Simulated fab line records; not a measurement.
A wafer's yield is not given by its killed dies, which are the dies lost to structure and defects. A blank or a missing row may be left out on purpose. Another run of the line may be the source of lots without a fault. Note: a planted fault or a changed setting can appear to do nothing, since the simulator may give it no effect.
Matching of chambers -- flow n5-finfet -- N5_FIN_SAQP_ETCH_52 on rie-diel-05: 4 sister chambers
The step etches SOC in N2/H2, target depth 100 nm, overetch 20 nm, time 150 s. 14 wafers are shown with their chamber, then 7 later ones without.

== WAFERS PAIRED WITH THEIR CHAMBERS ==
wafer,chamber,showerhead-plenum-p-Torr (Torr),drypump-motor-current-A (A),rf-vpp-V (V)
L382.1,3,2.66,4.9,526.4
L382.3,0,2.50,5.9,522.9
L382.6,0,2.50,5.9,524.2
L385.1,3,2.66,4.8,527.6
L385.3,2,2.41,5.6,520.3
L385.5,0,2.50,5.9,523.0
L386.1,0,2.50,5.9,522.0
L386.2,2,2.41,5.6,522.0
L386.5,3,2.66,4.8,527.2
L392.1,3,2.65,4.8,526.7
L392.2,1,2.60,5.2,525.4
L392.6,1,2.60,5.2,526.0
L396.2,0,2.49,5.9,522.4
L396.4,3,2.65,4.9,527.9

SIGNATURES (averages over the wafers above)
reading,chamber 0,chamber 1,chamber 2,chamber 3,scatter within a chamber
showerhead-plenum-p-Torr,2.4980,2.6000,2.4100,2.6560,0.00447
drypump-motor-current-A,5.900,5.200,5.600,4.840,0.0346
rf-vpp-V,522.900,525.700,521.150,527.160,0.769
Rule: a wafer's distance from a chamber is the root of the sum, over the readings, of the square of ((its reading less the chamber's mean) divided by the reading's scatter). If the next closest chamber is less than 2 further off than the closest, the wafer can't be placed; otherwise it belongs to the closest. How the scatter is found: for the shown wafers, subtract from each reading the mean of its chamber, square and add these, divide the total by (wafers less chambers), then take the root.

== WAFERS WHOSE CHAMBER IS MISSING ==
wafer,showerhead-plenum-p-Torr (Torr),drypump-motor-current-A (A),rf-vpp-V (V)
L396.6,2.59,5.2,523.8
L399.1,2.72,5.6,529.7
L399.3,2.65,4.9,527.3
L399.4,2.49,5.9,523.3
L400.2,2.49,5.9,523.3
L400.3,2.59,5.2,524.8
L400.4,2.72,5.6,528.7

== EACH ONE'S CHAMBER ==
wafer,from the rows above,in truth
L396.6,1,1
L399.1,3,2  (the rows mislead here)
L399.3,3,3
L399.4,0,0
L400.2,0,0
L400.3,1,1
L400.4,3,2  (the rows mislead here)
Correct placement for 5 of the 7. Left unplaced by these rows: 0. 2 placed wrongly.
